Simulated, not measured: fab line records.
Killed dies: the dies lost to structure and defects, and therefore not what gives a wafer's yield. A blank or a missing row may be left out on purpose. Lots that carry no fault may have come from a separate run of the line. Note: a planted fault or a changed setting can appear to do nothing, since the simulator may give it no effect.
Split-lot trial    flow n5_finfet    21 wafers read across 7 lots, on a route 1938 steps long

SPLIT DETAILS
At N5_BEOL_M6_ETCH_66 (etches SOC in N2/H2, target depth 80 nm, overetch 16 nm, time 120 s), the setting source_w was moved away from the recipe's 840 W on 10 of the 21 wafers read, by -15.9% to +17.3%. For the rest of the wafers, this setting stayed at what the recipe calls for.

The reading is taken at the split's own step.

THE READING
rf_vpp_V, in V, at N5_BEOL_M6_ETCH_66 (etches SOC in N2/H2, target depth 80 nm, overetch 16 nm, time 120 s). Typical for fault-free wafers on this fab line: 523.9 V, with standard deviation 2.5 V.

wafer   tool, chamber at the split  source_w as run, W  against the recipe  rf_vpp_V, V  against lot-mates on the recipe
L075.1  rie_diel-05, 2              885.8               +5.5%               511.3        -10.6
L075.3  rie_diel-05, 0              885.8               +5.5%               513.6        -8.3
L075.6  rie_diel-05, 2              840                 recipe              521.9        -
L076.4  rie_diel-01, 1              933.7               +11.2%              507.9        -17.7
L076.5  rie_diel-01, 1              933.7               +11.2%              508.3        -17.3
L076.6  rie_diel-01, 2              840                 recipe              525.6        -
L078.2  rie_diel-03, 2              840                 recipe              520.1        -
L078.3  rie_diel-03, 1              840                 recipe              521.2        -
L078.5  rie_diel-03, 2              840                 recipe              520.8        -
L082.1  rie_diel-05, 3              840                 recipe              523.9        -
L082.3  rie_diel-05, 2              840                 recipe              522.8        -
L082.4  rie_diel-05, 0              840                 recipe              525.4        -
L083.2  rie_diel-01, 2              706.6               -15.9%              554.6        +29.9
L083.4  rie_diel-01, 0              840                 recipe              524.7        -
L083.6  rie_diel-01, 1              706.6               -15.9%              558.7        +34.0
L087.3  rie_diel-03, 1              840                 recipe              519.2        -
L087.5  rie_diel-03, 2              985.3               +17.3%              494.2        -25.0
L087.6  rie_diel-03, 1              985.3               +17.3%              494.1        -25.1
L089.2  rie_diel-05, 3              840                 recipe              521.7        -
L089.3  rie_diel-05, 0              772.1               -8.1%               537.6        +15.9
L089.6  rie_diel-05, 2              772.1               -8.1%               537.6        +15.9

FIT RESULTS
A straight line over all 21 wafers: rf_vpp_V changes by -1.79 V for each +1% of source_w; r = -0.98; the points scatter about the line by 2.9 V.
The same after taking each lot's own level away (the mean of its wafers on the recipe; 21 wafers): -1.72 V for each +1%; r = -0.99; scatter 2.1 V.
Per that fit: largest source_w move, reading shift of 30 V.
The lots' own levels span 519.20 to 525.60 V, that is 2.6 times the standard deviation above.
Consequently the slope shifts little with the lot-to-lot level, the two slopes agreeing.
Check: -29.6 V against its lot-mates is what the line predicts for one of the wafers moved furthest among these (+17.3%) when that wafer is left out of the fit. It came out at -25 V against them.
Tool readings at the split's step, against how far the setting was moved: rf_vpp_V r = -0.98.

THESE WAFERS: OTHER SPLITS
Before the reading, these wafers also passed through other splits. Each is held against what the fit with the lots' levels taken away leaves over:
other split on the same wafers  wafers away from the commonest value  r with rf_vpp_V (lot level and that fit taken away)
N5_BEOL_M5_ILD_DEP_00 time_s    7                                     -0.37
N5_BEOL_M5_ETCH_41 source_w     5                                     +0.35

FILE'S OWN FIT
rf_vpp_V changes by -1.71 V for each +1% of source_w, r = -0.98.
